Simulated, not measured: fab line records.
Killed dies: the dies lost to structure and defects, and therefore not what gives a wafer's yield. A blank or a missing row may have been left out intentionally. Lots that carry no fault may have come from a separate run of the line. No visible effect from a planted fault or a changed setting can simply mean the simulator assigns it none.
Which tool was responsible? | flow nandHarc | 36 wafers from 12 lots sampled at 4 of the route's 1302 steps

== WHAT THE GAUGES SHOWED, per wafer ==
NHARC_A_SLIT_INSPECT_11.
lot  | measured     | on               | rawDefectCount
L074 | day 20 06:28 | defectInspect-01 | 72 66 67
L077 | day 20 19:30 | defectInspect-02 | 75 82 65
L079 | day 22 05:08 | defectInspect-02 | 66 81 71
L080 | day 22 15:08 | defectInspect-02 | 54 80 51
L083 | day 23 21:52 | defectInspect-01 | 11 17 16
L084 | day 24 04:27 | defectInspect-02 | 40 34 27
L088 | day 25 16:26 | defectInspect-02 | 29 18 18
L091 | day 26 02:39 | defectInspect-01 | 83 98 107
L090 | day 25 23:06 | defectInspect-01 | 35 31 37
L095 | day 28 00:20 | defectInspect-01 | 67 73 83
L093 | day 28 04:25 | defectInspect-02 | 32 24 21
L097 | day 29 07:31 | defectInspect-01 | 79 80 88

== EACH LOT AND THE TOOL THAT RAN IT (in order: tool; ch and the chambers of the sampled wafers; start) ==
lot  | NHARC_A_STAIRCASE_STRIP_476       | NHARC_A_STAIRCASE_ETCHBACK_422    | NHARC_A_STAIRCASE_STRIP_475
L074 | rieDiel-08 ch 0,1,2, day 17 20:52 | rieDiel-08 ch 0,1,3, day 19 13:57 | rieDiel-08 ch 0,2,3, day 20 06:28 or earlier
L077 | rieDiel-13 ch 2,3, day 18 09:31   | rieDiel-13 ch 1,2, day 20 02:22   | rieDiel-11 ch 0,2, day 20 19:30 or earlier
L079 | rieDiel-08 ch 1,2, day 19 14:58   | rieDiel-11 ch 1,3, day 21 13:14   | rieDiel-08 ch 0,1,2, day 22 05:08 or earlier
L080 | rieDiel-11 ch 0,1,2, day 20 04:38 | rieDiel-13 ch 0,1,3, day 21 23:56 | rieDiel-08 ch 0,1,2, day 22 15:08 or earlier
L083 | rieDiel-11 ch 0,1,3, day 21 08:52 | rieDiel-11 ch 2,3, day 23 06:59   | rieDiel-11 ch 0,1,2, day 23 21:52 or earlier
L084 | rieDiel-08 ch 0,3, day 21 18:28   | rieDiel-13 ch 0,2,3, day 23 14:26 | rieDiel-13 ch 0,1, day 24 04:27 or earlier
L088 | rieDiel-13 ch 0,3, day 23 06:28   | rieDiel-08 ch 0,2,3, day 25 01:37 | rieDiel-13 ch 0,1,2, day 25 02:14
L091 | rieDiel-13 ch 0,3, day 23 15:05   | rieDiel-13 ch 0,2,3, day 25 12:10 | rieDiel-08 ch 0,1, day 26 02:39 or earlier
L090 | rieDiel-13 ch 0,2,3, day 23 21:37 | rieDiel-11 ch 0,1,2, day 25 09:19 | rieDiel-11 ch 0,1,2, day 25 23:06 or earlier
L095 | rieDiel-08 ch 1,2,3, day 25 12:20 | rieDiel-13 ch 0,1,3, day 27 09:14 | rieDiel-13 ch 0,2,3, day 28 00:20 or earlier
L093 | rieDiel-11 ch 0,2, day 25 17:06   | rieDiel-11 ch 1,2,3, day 27 09:31 | rieDiel-13 ch 0,3, day 28 04:25 or earlier
L097 | rieDiel-13 ch 1,2, day 26 20:00   | rieDiel-08 ch 1,3, day 28 16:11   | rieDiel-13 ch 0,1,2, day 29 07:31 or earlier
- NHARC_A_STAIRCASE_STRIP_476: strips in O2, time 20 s.
- NHARC_A_STAIRCASE_ETCHBACK_422: etches the open film in CH3F/O2, target depth 40 nm, time 74.286 s.
- NHARC_A_STAIRCASE_STRIP_475: strips in O2, time 20 s.

== THE ANSWER, worked out from the rows above alone ==
Rule: what is usual is taken from the lots themselves. Put in order of their means at a reading, lots are off if they are a third of the lots or fewer, leave a main group of 4 or more, and stand apart from it by a gap of 3 or more times the standard deviation of the main group's means; of several such gaps the widest counts. A main group whose means are all the same, to the digits that the tables above print for the reading, isn't used. Also off: a lot with no number at a reading for which 4 or more lots have one. Where the step has rows for the other lots, those lots are counted as sound.
None of the lots is off at any reading shown; this tells nothing.

== WHAT THE SIMULATOR HAD PUT IN ==
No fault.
